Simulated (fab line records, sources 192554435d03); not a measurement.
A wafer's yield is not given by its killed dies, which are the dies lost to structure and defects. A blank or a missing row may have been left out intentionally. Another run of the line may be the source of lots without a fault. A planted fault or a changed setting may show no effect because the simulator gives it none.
The tool behind it: which one?	flow n5_finfet	27 wafers from 9 lots sampled at 3 of the route's 1938 steps

== WHAT THE GAUGES SHOWED, per wafer ==
N5_BEOL_M5_THK_MEAS_53: measures by xrf.
lot	measured	on	M5_THK (nm)
L483	day 11 05:47	film_metro-01	63.0 61.8 62.1
L485	day 11 06:36	film_metro-02	304.8 304.2 303.2
L486	day 11 08:47	film_metro-02	296.5 298.4 297.8
L484	day 11 10:37	film_metro-02	298.5 297.3 299.1
L493	day 14 06:05	film_metro-02	60.1 63.4 62.5
L497	day 14 12:29	film_metro-02	61.5 64.8 62.5
L499	day 14 16:31	film_metro-01	61.0 62.3 62.1
L498	day 14 21:15	film_metro-01	60.6 61.4 62.4
L502	day 15 16:36	film_metro-01	60.3 58.5 60.0

== TOOL THAT RAN EACH LOT (tool first, then ch and the chambers of the sampled wafers, then the start) ==
lot	N5_BEOL_M5_SPUTTER_81	N5_BEOL_M5_CMP_52
L483	pvd_sputter-01, day 11 01:44	cmp-04 ch 0,2,3, day 11 05:34
L485	pvd_sputter-03, day 11 02:32	cmp-03 ch 0,2,3, day 11 06:18
L486	pvd_sputter-02, day 11 04:42	cmp-01 ch 1,2,3, day 11 08:32
L484	pvd_sputter-01, day 11 06:10	cmp-01 ch 0,3, day 11 10:19
L493	pvd_sputter-01, day 14 02:01	cmp-03 ch 0,3, day 14 05:49
L497	pvd_sputter-02, day 14 07:44	cmp-03 ch 2,3, day 14 12:11
L499	pvd_sputter-03, day 14 12:16	cmp-03 ch 1,2,3, day 14 16:20
L498	pvd_sputter-02, day 14 16:49	cmp-01 ch 0,1,2, day 14 21:02
L502	pvd_sputter-01, day 15 12:33	cmp-03 ch 1,2,3, day 15 16:19
- N5_BEOL_M5_SPUTTER_81: material Cu, target thk 15 nm, time 27.62 s.
- N5_BEOL_M5_CMP_52: polishes, stops on SiCOH lowk, t overpolish 6.9 s, target thk 62 nm.

== THE ANSWER, worked out from the rows above alone ==
Rule: the usual values come from the lots themselves. The widest of any qualifying gaps counts: lots, ordered by their means at a reading, are off when they make up no more than a third of the lots, leave a main group of 4 or more, and stand apart from it by 3 or more times the standard deviation of that group's means. Not used: any main group whose means are identical at the precision the tables above print for the reading. A lot without any number at a reading at which 4 lots or more have one is off too. All remaining lots with rows at the step are treated as sound.
Off: L485, L486, L484, at N5_BEOL_M5_THK_MEAS_53 (M5_THK). Main group: mean 61.7 nm, sd 1.
If a tool, at a process step before that reading, ran all the lots that are off and no sound lot after the first of them, it fits. Those tools and the gauges at N5_BEOL_M5_THK_MEAS_53 are tried in the same way. Of those tried, none fits.

== WHAT WAS PUT IN BY THE SIMULATOR ==
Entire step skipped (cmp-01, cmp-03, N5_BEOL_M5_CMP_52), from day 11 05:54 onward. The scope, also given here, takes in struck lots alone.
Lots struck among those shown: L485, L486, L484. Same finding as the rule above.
